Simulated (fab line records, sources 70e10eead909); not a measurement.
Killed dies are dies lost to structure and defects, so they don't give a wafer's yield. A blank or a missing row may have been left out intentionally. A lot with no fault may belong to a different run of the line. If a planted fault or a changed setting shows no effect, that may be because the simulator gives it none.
Which tool is to blame? :: flow nand_harc :: 24 lots with 72 wafers sampled at 6 steps, on a route of 1302 steps

WHAT THE GAUGES READ, wafer by wafer
NHARC_P_M2_INSPECT_27.
lot: L074
measured: day 6 11:53
on: defect_inspect-02
raw_defect_count: 341 330 274

lot: L075
measured: day 7 01:44
on: defect_inspect-01
raw_defect_count: 134 174 161

lot: L076
measured: day 7 12:52
on: defect_inspect-02
raw_defect_count: 408 338 262

lot: L077
measured: day 7 20:21
on: defect_inspect-02
raw_defect_count: 312 251 369

lot: L079
measured: day 8 14:50
on: defect_inspect-01
raw_defect_count: 485 321 494

lot: L078
measured: day 8 15:10
on: defect_inspect-02
raw_defect_count: 344 219 290

lot: L080
measured: day 9 08:38
on: defect_inspect-02
raw_defect_count: 459 363 320

lot: L081
measured: day 9 14:22
on: defect_inspect-02
raw_defect_count: 263 184 141

lot: L082
measured: day 9 20:59
on: defect_inspect-01
raw_defect_count: 259 259 226

lot: L083
measured: day 10 07:26
on: defect_inspect-02
raw_defect_count: 207 163 180

lot: L084
measured: day 11 00:45
on: defect_inspect-01
raw_defect_count: 417 208 354

lot: L085
measured: day 11 06:10
on: defect_inspect-02
raw_defect_count: 366 484 523

lot: L086
measured: day 11 10:18
on: defect_inspect-02
raw_defect_count: 266 325 216

lot: L087
measured: day 11 17:11
on: defect_inspect-01
raw_defect_count: 288 398 232

lot: L089
measured: day 12 12:59
on: defect_inspect-01
raw_defect_count: 500 364 481

lot: L088
measured: day 12 13:58
on: defect_inspect-02
raw_defect_count: 315 751 592

lot: L090
measured: day 13 05:05
on: defect_inspect-02
raw_defect_count: 451 531 403

lot: L091
measured: day 13 13:08
on: defect_inspect-02
raw_defect_count: 450 474 384

lot: L092
measured: day 14 06:02
on: defect_inspect-02
raw_defect_count: 207 175 196

lot: L093
measured: day 14 06:47
on: defect_inspect-02
raw_defect_count: 231 387 349

lot: L094
measured: day 14 21:17
on: defect_inspect-01
raw_defect_count: 227 535 253

lot: L095
measured: day 15 10:02
on: defect_inspect-02
raw_defect_count: 197 126 146

lot: L096
measured: day 15 18:50
on: defect_inspect-01
raw_defect_count: 222 294 238

lot: L097
measured: day 16 03:28
on: defect_inspect-01
raw_defect_count: 204 313 265

NHARC_P_BONDPAD_THK_MEAS_33: measures by ellipsometry.
lot: L074
measured: day 6 13:16
on: film_metro-01
thk_nm (nm): 198.1 200.3 199.2

lot: L075
measured: day 7 02:56
on: film_metro-02
thk_nm (nm): 198.7 200.2 198.4

lot: L076
measured: day 7 14:05
on: film_metro-02
thk_nm (nm): 202.2 202.4 201.4

lot: L077
measured: day 7 21:34
on: film_metro-02
thk_nm (nm): 199.4 198.8 197.3

lot: L079
measured: day 8 16:04
on: film_metro-01
thk_nm (nm): 198.6 196.1 197.9

lot: L078
measured: day 8 16:23
on: film_metro-02
thk_nm (nm): 203.0 203.6 203.7

lot: L080
measured: day 9 09:53
on: film_metro-01
thk_nm (nm): 199.3 199.3 201.6

lot: L081
measured: day 9 15:35
on: film_metro-02
thk_nm (nm): 201.0 201.2 199.2

lot: L082
measured: day 9 22:13
on: film_metro-01
thk_nm (nm): 199.0 198.5 200.4

lot: L083
measured: day 10 08:39
on: film_metro-01
thk_nm (nm): 199.9 200.7 198.8

lot: L084
measured: day 11 01:56
on: film_metro-01
thk_nm (nm): 199.3 199.3 198.9

lot: L085
measured: day 11 07:23
on: film_metro-01
thk_nm (nm): 199.1 197.5 195.2

lot: L086
measured: day 11 11:31
on: film_metro-02
thk_nm (nm): 198.7 197.6 201.3

lot: L087
measured: day 11 18:23
on: film_metro-01
thk_nm (nm): 198.8 197.8 199.0

lot: L089
measured: day 12 14:23
on: film_metro-01
thk_nm (nm): 202.2 199.9 199.7

lot: L088
measured: day 12 15:10
on: film_metro-02
thk_nm (nm): 199.7 197.1 198.4

lot: L090
measured: day 13 06:17
on: film_metro-02
thk_nm (nm): 199.8 199.3 195.3

lot: L091
measured: day 13 14:21
on: film_metro-02
thk_nm (nm): 199.6 200.8 202.0

lot: L092
measured: day 14 07:14
on: film_metro-01
thk_nm (nm): 200.5 200.3 198.6

lot: L093
measured: day 14 07:59
on: film_metro-02
thk_nm (nm): 199.4 200.2 198.5

lot: L094
measured: day 14 22:31
on: film_metro-01
thk_nm (nm): 199.0 196.8 198.5

lot: L095
measured: day 15 11:14
on: film_metro-02
thk_nm (nm): 199.1 200.7 199.1

lot: L096
measured: day 15 20:03
on: film_metro-02
thk_nm (nm): 200.3 199.8 199.5

lot: L097
measured: day 16 04:41
on: film_metro-01
thk_nm (nm): 199.8 199.6 199.2

NHARC_P_BONDPAD_OVL_MEAS_38.
lot: L074
measured: day 6 13:55
on: overlay-01
overlay_x_nm (nm): 2 1 1
overlay_y_nm (nm): 5 5 5

lot: L075
measured: day 7 03:27
on: overlay-01
overlay_x_nm (nm): -8 -7 -7
overlay_y_nm (nm): -13 -13 -13

lot: L076
measured: day 7 14:37
on: overlay-01
overlay_x_nm (nm): -2 -2 -2
overlay_y_nm (nm): -1 -1 -1

lot: L077
measured: day 7 22:06
on: overlay-02
overlay_x_nm (nm): 11 11 10
overlay_y_nm (nm): 3 3 4

lot: L079
measured: day 8 16:43
on: overlay-02
overlay_x_nm (nm): -7 -6 -6
overlay_y_nm (nm): -14 -14 -14

lot: L078
measured: day 8 17:02
on: overlay-02
overlay_x_nm (nm): -2 -2 -2
overlay_y_nm (nm): -2 -3 -2

lot: L080
measured: day 9 10:32
on: overlay-02
overlay_x_nm (nm): 2 2 1
overlay_y_nm (nm): 11 11 11

lot: L081
measured: day 9 16:14
on: overlay-01
overlay_x_nm (nm): 1 1 1
overlay_y_nm (nm): 4 4 4

lot: L082
measured: day 9 22:52
on: overlay-02
overlay_x_nm (nm): -3 -3 -3
overlay_y_nm (nm): -5 -6 -5

lot: L083
measured: day 10 09:19
on: overlay-02
overlay_x_nm (nm): 1 1 0
overlay_y_nm (nm): 1 1 1

lot: L084
measured: day 11 02:35
on: overlay-01
overlay_x_nm (nm): -2 -2 -3
overlay_y_nm (nm): 0 0 0

lot: L085
measured: day 11 08:02
on: overlay-02
overlay_x_nm (nm): 6 6 6
overlay_y_nm (nm): 3 3 3

lot: L086
measured: day 11 12:11
on: overlay-02
overlay_x_nm (nm): 0 0 1
overlay_y_nm (nm): -5 -5 -5

lot: L087
measured: day 11 19:03
on: overlay-01
overlay_x_nm (nm): 6 6 6
overlay_y_nm (nm): 9 9 8

lot: L089
measured: day 12 15:02
on: overlay-01
overlay_x_nm (nm): 1 1 1
overlay_y_nm (nm): 9 10 9

lot: L088
measured: day 12 15:49
on: overlay-02
overlay_x_nm (nm): 2 1 2
overlay_y_nm (nm): -16 -16 -15

lot: L090
measured: day 13 06:57
on: overlay-01
overlay_x_nm (nm): 0 0 0
overlay_y_nm (nm): -5 -5 -5

lot: L091
measured: day 13 14:53
on: overlay-02
overlay_x_nm (nm): 1 2 1
overlay_y_nm (nm): 7 7 7

lot: L092
measured: day 14 07:46
on: overlay-02
overlay_x_nm (nm): 8 8 7
overlay_y_nm (nm): 9 9 9

lot: L093
measured: day 14 08:38
on: overlay-02
overlay_x_nm (nm): 0 0 -1
overlay_y_nm (nm): 1 1 2

lot: L094
measured: day 14 23:10
on: overlay-01
overlay_x_nm (nm): 2 1 2
overlay_y_nm (nm): -4 -4 -5

lot: L095
measured: day 15 11:53
on: overlay-01
overlay_x_nm (nm): -1 -1 -1
overlay_y_nm (nm): -4 -4 -4

lot: L096
measured: day 15 20:35
on: overlay-01
overlay_x_nm (nm): 1 1 1
overlay_y_nm (nm): -6 -6 -6

lot: L097
measured: day 16 05:20
on: overlay-01
overlay_x_nm (nm): -12 -12 -12
overlay_y_nm (nm): -8 -8 -8

WHAT TOOL EACH LOT RAN ON (gives the tool, then ch and the chambers of the sampled wafers, and finally the start)
lot: L074
NHARC_P_M1_PVD_20: pvd_sputter-03, day 6 09:50 or earlier
NHARC_P_M2_ETCH_28: rie_diel-12 ch 1,2, day 6 09:50
NHARC_P_M2_PVD_20: pvd_sputter-01, day 6 11:53 or earlier

lot: L075
NHARC_P_M1_PVD_20: pvd_sputter-01, day 7 01:44 or earlier
NHARC_P_M2_ETCH_28: rie_diel-12 ch 1,2,3, day 7 01:44 or earlier
NHARC_P_M2_PVD_20: pvd_sputter-01, day 7 01:44 or earlier

lot: L076
NHARC_P_M1_PVD_20: pvd_sputter-01, day 7 12:52 or earlier
NHARC_P_M2_ETCH_28: rie_diel-12 ch 1,2, day 7 12:52 or earlier
NHARC_P_M2_PVD_20: pvd_sputter-01, day 7 12:52 or earlier

lot: L077
NHARC_P_M1_PVD_20: pvd_sputter-01, day 7 20:21 or earlier
NHARC_P_M2_ETCH_28: rie_diel-06 ch 0,1,3, day 7 20:21 or earlier
NHARC_P_M2_PVD_20: pvd_sputter-03, day 7 20:21 or earlier

lot: L079
NHARC_P_M1_PVD_20: pvd_sputter-01, day 8 14:50 or earlier
NHARC_P_M2_ETCH_28: rie_diel-03 ch 0,1,2, day 8 14:50 or earlier
NHARC_P_M2_PVD_20: pvd_sputter-03, day 8 14:50 or earlier

lot: L078
NHARC_P_M1_PVD_20: pvd_sputter-02, day 8 15:10 or earlier
NHARC_P_M2_ETCH_28: rie_diel-12 ch 1,3, day 8 15:10 or earlier
NHARC_P_M2_PVD_20: pvd_sputter-01, day 8 15:10 or earlier

lot: L080
NHARC_P_M1_PVD_20: pvd_sputter-01, day 9 08:38 or earlier
NHARC_P_M2_ETCH_28: rie_diel-03 ch 1,2, day 9 08:38 or earlier
NHARC_P_M2_PVD_20: pvd_sputter-02, day 9 08:38 or earlier

lot: L081
NHARC_P_M1_PVD_20: pvd_sputter-03, day 9 14:22 or earlier
NHARC_P_M2_ETCH_28: rie_diel-06 ch 0,1,3, day 9 14:22 or earlier
NHARC_P_M2_PVD_20: pvd_sputter-01, day 9 14:22 or earlier

lot: L082
NHARC_P_M1_PVD_20: pvd_sputter-01, day 9 20:59 or earlier
NHARC_P_M2_ETCH_28: rie_diel-12 ch 0,1,3, day 9 20:59 or earlier
NHARC_P_M2_PVD_20: pvd_sputter-01, day 9 20:59 or earlier

lot: L083
NHARC_P_M1_PVD_20: pvd_sputter-02, day 10 07:26 or earlier
NHARC_P_M2_ETCH_28: rie_diel-03 ch 1,3, day 10 07:26 or earlier
NHARC_P_M2_PVD_20: pvd_sputter-02, day 10 07:26 or earlier

lot: L084
NHARC_P_M1_PVD_20: pvd_sputter-02, day 11 00:45 or earlier
NHARC_P_M2_ETCH_28: rie_diel-12 ch 0,3, day 11 00:45 or earlier
NHARC_P_M2_PVD_20: pvd_sputter-03, day 11 00:45 or earlier

lot: L085
NHARC_P_M1_PVD_20: pvd_sputter-03, day 11 06:10 or earlier
NHARC_P_M2_ETCH_28: rie_diel-12 ch 0,2, day 11 06:10 or earlier
NHARC_P_M2_PVD_20: pvd_sputter-01, day 11 06:10 or earlier

lot: L086
NHARC_P_M1_PVD_20: pvd_sputter-03, day 11 10:18 or earlier
NHARC_P_M2_ETCH_28: rie_diel-12 ch 1,2,3, day 11 10:18 or earlier
NHARC_P_M2_PVD_20: pvd_sputter-03, day 11 10:18 or earlier

lot: L087
NHARC_P_M1_PVD_20: pvd_sputter-01, day 11 17:11 or earlier
NHARC_P_M2_ETCH_28: rie_diel-03 ch 0,1, day 11 17:11 or earlier
NHARC_P_M2_PVD_20: pvd_sputter-03, day 11 17:11 or earlier

lot: L089
NHARC_P_M1_PVD_20: pvd_sputter-01, day 12 12:59 or earlier
NHARC_P_M2_ETCH_28: rie_diel-06 ch 0,2,3, day 12 12:59 or earlier
NHARC_P_M2_PVD_20: pvd_sputter-02, day 12 12:59 or earlier

lot: L088
NHARC_P_M1_PVD_20: pvd_sputter-02, day 12 13:58 or earlier
NHARC_P_M2_ETCH_28: rie_diel-06 ch 0,1, day 12 13:58 or earlier
NHARC_P_M2_PVD_20: pvd_sputter-03, day 12 13:58 or earlier

lot: L090
NHARC_P_M1_PVD_20: pvd_sputter-03, day 13 05:05 or earlier
NHARC_P_M2_ETCH_28: rie_diel-03 ch 1,2, day 13 05:05 or earlier
NHARC_P_M2_PVD_20: pvd_sputter-03, day 13 05:05 or earlier

lot: L091
NHARC_P_M1_PVD_20: pvd_sputter-02, day 13 13:08 or earlier
NHARC_P_M2_ETCH_28: rie_diel-06 ch 0,1,3, day 13 13:08 or earlier
NHARC_P_M2_PVD_20: pvd_sputter-03, day 13 13:08 or earlier

lot: L092
NHARC_P_M1_PVD_20: pvd_sputter-03, day 14 06:02 or earlier
NHARC_P_M2_ETCH_28: rie_diel-03 ch 0,1,2, day 14 06:02 or earlier
NHARC_P_M2_PVD_20: pvd_sputter-01, day 14 06:02 or earlier

lot: L093
NHARC_P_M1_PVD_20: pvd_sputter-01, day 14 06:47 or earlier
NHARC_P_M2_ETCH_28: rie_diel-06 ch 0,1, day 14 06:47 or earlier
NHARC_P_M2_PVD_20: pvd_sputter-02, day 14 06:47 or earlier

lot: L094
NHARC_P_M1_PVD_20: pvd_sputter-01, day 14 21:17 or earlier
NHARC_P_M2_ETCH_28: rie_diel-03 ch 0,2,3, day 14 21:17 or earlier
NHARC_P_M2_PVD_20: pvd_sputter-03, day 14 21:17 or earlier

lot: L095
NHARC_P_M1_PVD_20: pvd_sputter-01, day 15 10:02 or earlier
NHARC_P_M2_ETCH_28: rie_diel-06 ch 0,1, day 15 10:02 or earlier
NHARC_P_M2_PVD_20: pvd_sputter-02, day 15 10:02 or earlier

lot: L096
NHARC_P_M1_PVD_20: pvd_sputter-02, day 15 18:50 or earlier
NHARC_P_M2_ETCH_28: rie_diel-03 ch 1,2, day 15 18:50 or earlier
NHARC_P_M2_PVD_20: pvd_sputter-02, day 15 18:50 or earlier

lot: L097
NHARC_P_M1_PVD_20: pvd_sputter-02, day 16 03:28 or earlier
NHARC_P_M2_ETCH_28: rie_diel-03 ch 1,3, day 16 03:28 or earlier
NHARC_P_M2_PVD_20: pvd_sputter-01, day 16 03:28 or earlier
- NHARC_P_M1_PVD_20: deposits TaN, target thk 5 nm, time 8.06 s.
- NHARC_P_M2_ETCH_28: etches the open film in CF4/N2, target depth 30 nm, time 72.99 s.
- NHARC_P_M2_PVD_20: deposits TaN, target thk 5 nm, time 8.06 s.

AS READ BY THE TOOLS THEMSELVES (means over the sampled wafers that have a number; for cases with no such wafer, the mark the record gives instead)
NHARC_P_M1_PVD_20.
lot: L074
tool: pvd_sputter-03
throttle_valve_pct (%): 28.6

lot: L075
tool: pvd_sputter-01
throttle_valve_pct (%): 30.3

lot: L076
tool: pvd_sputter-01
throttle_valve_pct (%): 30.3

lot: L077
tool: pvd_sputter-01
throttle_valve_pct (%): 30.3

lot: L079
tool: pvd_sputter-01
throttle_valve_pct (%): 30.4

lot: L078
tool: pvd_sputter-02
throttle_valve_pct (%): 29.5

lot: L080
tool: pvd_sputter-01
throttle_valve_pct (%): 30.4

lot: L081
tool: pvd_sputter-03
throttle_valve_pct (%): 29.6

lot: L082
tool: pvd_sputter-01
throttle_valve_pct (%): 30.2

lot: L083
tool: pvd_sputter-02
throttle_valve_pct (%): 30.2

lot: L084
tool: pvd_sputter-02
throttle_valve_pct (%): 30.7

lot: L085
tool: pvd_sputter-03
throttle_valve_pct (%): 28.5

lot: L086
tool: pvd_sputter-03
throttle_valve_pct (%): 29.4

lot: L087
tool: pvd_sputter-01
throttle_valve_pct (%): 30.0

lot: L089
tool: pvd_sputter-01
throttle_valve_pct (%): 30.5

lot: L088
tool: pvd_sputter-02
throttle_valve_pct (%): 30.9

lot: L090
tool: pvd_sputter-03
throttle_valve_pct (%): 29.7

lot: L091
tool: pvd_sputter-02
throttle_valve_pct (%): 30.1

lot: L092
tool: pvd_sputter-03
throttle_valve_pct (%): 29.5

lot: L093
tool: pvd_sputter-01
throttle_valve_pct (%): 30.1

lot: L094
tool: pvd_sputter-01
throttle_valve_pct (%): 30.1

lot: L095
tool: pvd_sputter-01
throttle_valve_pct (%): 30.2

lot: L096
tool: pvd_sputter-02
throttle_valve_pct (%): 30.1

lot: L097
tool: pvd_sputter-02
throttle_valve_pct (%): 30.3

NHARC_P_M2_ETCH_28.
lot: L074
tool: rie_diel-12
drypump_motor_current_A (A): 6.1
oes_product_au (a.u.): 1.008
rf_vpp_V (V): 315.7
showerhead_plenum_p_Torr (Torr): 2.71
throttle_valve_pct (%): 19.793

lot: L075
tool: rie_diel-12
drypump_motor_current_A (A): 5.7
oes_product_au (a.u.): 1.008
rf_vpp_V (V): 314.8
showerhead_plenum_p_Torr (Torr): 2.70
throttle_valve_pct (%): 19.793

lot: L076
tool: rie_diel-12
drypump_motor_current_A (A): 6.1
oes_product_au (a.u.): 1.003
rf_vpp_V (V): 316.0
showerhead_plenum_p_Torr (Torr): 2.71
throttle_valve_pct (%): 19.795

lot: L077
tool: rie_diel-06
drypump_motor_current_A (A): 5.9
oes_product_au (a.u.): 1.001
rf_vpp_V (V): 312.7
showerhead_plenum_p_Torr (Torr): 2.54
throttle_valve_pct (%): 19.800

lot: L079
tool: rie_diel-03
drypump_motor_current_A (A): 5.1
oes_product_au (a.u.): 0.994
rf_vpp_V (V): 315.6
showerhead_plenum_p_Torr (Torr): 2.71
throttle_valve_pct (%): 19.791

lot: L078
tool: rie_diel-12
drypump_motor_current_A (A): 5.4
oes_product_au (a.u.): 0.999
rf_vpp_V (V): 316.1
showerhead_plenum_p_Torr (Torr): 2.77
throttle_valve_pct (%): 19.792

lot: L080
tool: rie_diel-03
drypump_motor_current_A (A): 5.1
oes_product_au (a.u.): 0.998
rf_vpp_V (V): 315.3
showerhead_plenum_p_Torr (Torr): 2.65
throttle_valve_pct (%): 19.793

lot: L081
tool: rie_diel-06
drypump_motor_current_A (A): 5.9
oes_product_au (a.u.): 0.997
rf_vpp_V (V): 312.4
showerhead_plenum_p_Torr (Torr): 2.54
throttle_valve_pct (%): 19.794

lot: L082
tool: rie_diel-12
drypump_motor_current_A (A): 5.8
oes_product_au (a.u.): 1.002
rf_vpp_V (V): 316.2
showerhead_plenum_p_Torr (Torr): 2.75
throttle_valve_pct (%): 19.792

lot: L083
tool: rie_diel-03
drypump_motor_current_A (A): 5.0
oes_product_au (a.u.): 0.993
rf_vpp_V (V): 314.1
showerhead_plenum_p_Torr (Torr): 2.63
throttle_valve_pct (%): 19.798

lot: L084
tool: rie_diel-12
drypump_motor_current_A (A): 5.7
oes_product_au (a.u.): 0.996
rf_vpp_V (V): 315.9
showerhead_plenum_p_Torr (Torr): 2.73
throttle_valve_pct (%): 19.788

lot: L085
tool: rie_diel-12
drypump_motor_current_A (A): 5.9
oes_product_au (a.u.): 0.998
rf_vpp_V (V): 315.1
showerhead_plenum_p_Torr (Torr): 2.66
throttle_valve_pct (%): 19.794

lot: L086
tool: rie_diel-12
drypump_motor_current_A (A): 5.7
oes_product_au (a.u.): 1.001
rf_vpp_V (V): 316.0
showerhead_plenum_p_Torr (Torr): 2.70
throttle_valve_pct (%): 19.787

lot: L087
tool: rie_diel-03
drypump_motor_current_A (A): 5.1
oes_product_au (a.u.): 0.979
rf_vpp_V (V): 314.6
showerhead_plenum_p_Torr (Torr): 2.63
throttle_valve_pct (%): 19.804

lot: L089
tool: rie_diel-06
drypump_motor_current_A (A): 5.8
oes_product_au (a.u.): 1.003
rf_vpp_V (V): 313.0
showerhead_plenum_p_Torr (Torr): 2.55
throttle_valve_pct (%): 19.795

lot: L088
tool: rie_diel-06
drypump_motor_current_A (A): 5.6
oes_product_au (a.u.): 1.009
rf_vpp_V (V): 314.9
showerhead_plenum_p_Torr (Torr): 2.60
throttle_valve_pct (%): 19.787

lot: L090
tool: rie_diel-03
drypump_motor_current_A (A): 5.1
oes_product_au (a.u.): 0.996
rf_vpp_V (V): 314.9
showerhead_plenum_p_Torr (Torr): 2.72
throttle_valve_pct (%): 19.791

lot: L091
tool: rie_diel-06
drypump_motor_current_A (A): 5.9
oes_product_au (a.u.): 1.003
rf_vpp_V (V): 312.4
showerhead_plenum_p_Torr (Torr): 2.53
throttle_valve_pct (%): 19.795

lot: L092
tool: rie_diel-03
drypump_motor_current_A (A): 5.1
oes_product_au (a.u.): 1.007
rf_vpp_V (V): 314.8
showerhead_plenum_p_Torr (Torr): 2.71
throttle_valve_pct (%): 19.796

lot: L093
tool: rie_diel-06
drypump_motor_current_A (A): 5.6
oes_product_au (a.u.): 0.984
rf_vpp_V (V): 313.7
showerhead_plenum_p_Torr (Torr): 2.60
throttle_valve_pct (%): 19.792

lot: L094
tool: rie_diel-03
drypump_motor_current_A (A): 5.0
oes_product_au (a.u.): 0.995
rf_vpp_V (V): 315.1
showerhead_plenum_p_Torr (Torr): 2.74
throttle_valve_pct (%): 19.795

lot: L095
tool: rie_diel-06
drypump_motor_current_A (A): 5.6
oes_product_au (a.u.): 0.998
rf_vpp_V (V): 314.4
showerhead_plenum_p_Torr (Torr): 2.60
throttle_valve_pct (%): 19.793

lot: L096
tool: rie_diel-03
drypump_motor_current_A (A): 5.1
oes_product_au (a.u.): 1.018
rf_vpp_V (V): 314.2
showerhead_plenum_p_Torr (Torr): 2.64
throttle_valve_pct (%): 19.799

lot: L097
tool: rie_diel-03
drypump_motor_current_A (A): 5.0
oes_product_au (a.u.): 1.006
rf_vpp_V (V): 314.8
showerhead_plenum_p_Torr (Torr): 2.59
throttle_valve_pct (%): 19.794

NHARC_P_M2_PVD_20.
lot: L074
tool: pvd_sputter-01
throttle_valve_pct (%): 30.5

lot: L075
tool: pvd_sputter-01
throttle_valve_pct (%): 30.4

lot: L076
tool: pvd_sputter-01
throttle_valve_pct (%): 30.5

lot: L077
tool: pvd_sputter-03
throttle_valve_pct (%): 29.4

lot: L079
tool: pvd_sputter-03
throttle_valve_pct (%): 29.6

lot: L078
tool: pvd_sputter-01
throttle_valve_pct (%): 30.2

lot: L080
tool: pvd_sputter-02
throttle_valve_pct (%): 30.3

lot: L081
tool: pvd_sputter-01
throttle_valve_pct (%): 30.3

lot: L082
tool: pvd_sputter-01
throttle_valve_pct (%): 30.4

lot: L083
tool: pvd_sputter-02
throttle_valve_pct (%): 29.8

lot: L084
tool: pvd_sputter-03
throttle_valve_pct (%): 28.8

lot: L085
tool: pvd_sputter-01
throttle_valve_pct (%): 30.4

lot: L086
tool: pvd_sputter-03
throttle_valve_pct (%): 29.0

lot: L087
tool: pvd_sputter-03
throttle_valve_pct (%): 29.6

lot: L089
tool: pvd_sputter-02
throttle_valve_pct (%): 30.0

lot: L088
tool: pvd_sputter-03
throttle_valve_pct (%): 29.1

lot: L090
tool: pvd_sputter-03
throttle_valve_pct (%): 29.8

lot: L091
tool: pvd_sputter-03
throttle_valve_pct (%): 30.4

lot: L092
tool: pvd_sputter-01
throttle_valve_pct (%): 29.9

lot: L093
tool: pvd_sputter-02
throttle_valve_pct (%): 29.9

lot: L094
tool: pvd_sputter-03
throttle_valve_pct (%): 29.7

lot: L095
tool: pvd_sputter-02
throttle_valve_pct (%): 30.2

lot: L096
tool: pvd_sputter-02
throttle_valve_pct (%): 30.3

lot: L097
tool: pvd_sputter-01
throttle_valve_pct (%): 30.4

THE ANSWER, worked out from the rows above alone
Rule: usual is defined by the lots themselves. The widest of any qualifying gaps counts: lots, ordered by their means at a reading, are off when they make up no more than a third of the lots, leave a main group of 4 or more, and stand apart from it by 3 or more times the standard deviation of that group's means. Not used: any main group whose means are identical at the precision the tables above print for the reading. A lot without any number at a reading at which 4 lots or more have one is off too. Any other lot the step has rows for is counted as sound. After the gauges, taken in route order, come the tools' own readings; for these a lot's mean is taken, as printed above. At the first step where some lot is off, the reading lying furthest off is the one used; lots without a number count as furthest.
Nothing can be told from this: no lot is off at any reading shown.

WHAT THE SIMULATOR PUT IN
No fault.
